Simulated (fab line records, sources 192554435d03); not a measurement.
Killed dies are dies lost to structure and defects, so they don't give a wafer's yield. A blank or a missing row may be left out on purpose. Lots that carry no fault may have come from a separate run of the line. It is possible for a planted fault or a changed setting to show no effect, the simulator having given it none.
Chamber matching :: flow n5Finfet :: 3 sister chambers for N5_BEOL_M9_ILD_DEP_00 on pecvd-03
The step deposits SiCOH lowk from DEMS/porogen, target thk 308.51 nm, time 58 s. 3 wafers are shown with their chamber, then 10 later ones without.

EACH WAFER AND ITS CHAMBER
wafer: L092.3
chamber: 0
throttleValvePct (%): 13.3

wafer: L093.3
chamber: 2
throttleValvePct (%): 13.1

wafer: L093.5
chamber: 1
throttleValvePct (%): 16.0

WAFERS MISSING THEIR CHAMBER
wafer: L093.6
throttleValvePct (%): 13.0

wafer: L094.1
throttleValvePct (%): 13.2

wafer: L094.2
throttleValvePct (%): 16.0

wafer: L094.4
throttleValvePct (%): 13.1

wafer: L097.1
throttleValvePct (%): 15.7

wafer: L097.2
throttleValvePct (%): 13.1

wafer: L097.3
throttleValvePct (%): 13.3

wafer: L097.4
throttleValvePct (%): 13.1

wafer: L097.5
throttleValvePct (%): 13.1

wafer: L097.6
throttleValvePct (%): 15.8

CHAMBER TAKEN BY EACH
wafer: L093.6
from the rows above: can't be placed: 2 or 0
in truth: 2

wafer: L094.1
from the rows above: can't be placed: 2 or 0
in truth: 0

wafer: L094.2
from the rows above: 1
in truth: 1

wafer: L094.4
from the rows above: can't be placed: 2 or 0
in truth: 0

wafer: L097.1
from the rows above: 1
in truth: 1

wafer: L097.2
from the rows above: can't be placed: 2 or 0
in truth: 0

wafer: L097.3
from the rows above: can't be placed: 0 or 2
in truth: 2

wafer: L097.4
from the rows above: can't be placed: 2 or 0
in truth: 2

wafer: L097.5
from the rows above: can't be placed: 2 or 0
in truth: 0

wafer: L097.6
from the rows above: 1
in truth: 1
3 of 10 placed correctly. Not placeable from these rows: 7 (in 7, the candidates include the true chamber). Wrongly placed: 0.
How it was worked out, from the rows above alone: a wafer's distance from a chamber is the root of the sum, over the readings, of the square of ((its reading less the chamber's mean) divided by the reading's scatter). The wafer belongs to the nearest chamber; if the next one is less than 2 further off, it can't be placed. A chamber's mean is the mean of its shown wafers. The scatter: root of mean squared gap, hidden wafer to nearest shown wafer, with one shown wafer a chamber.
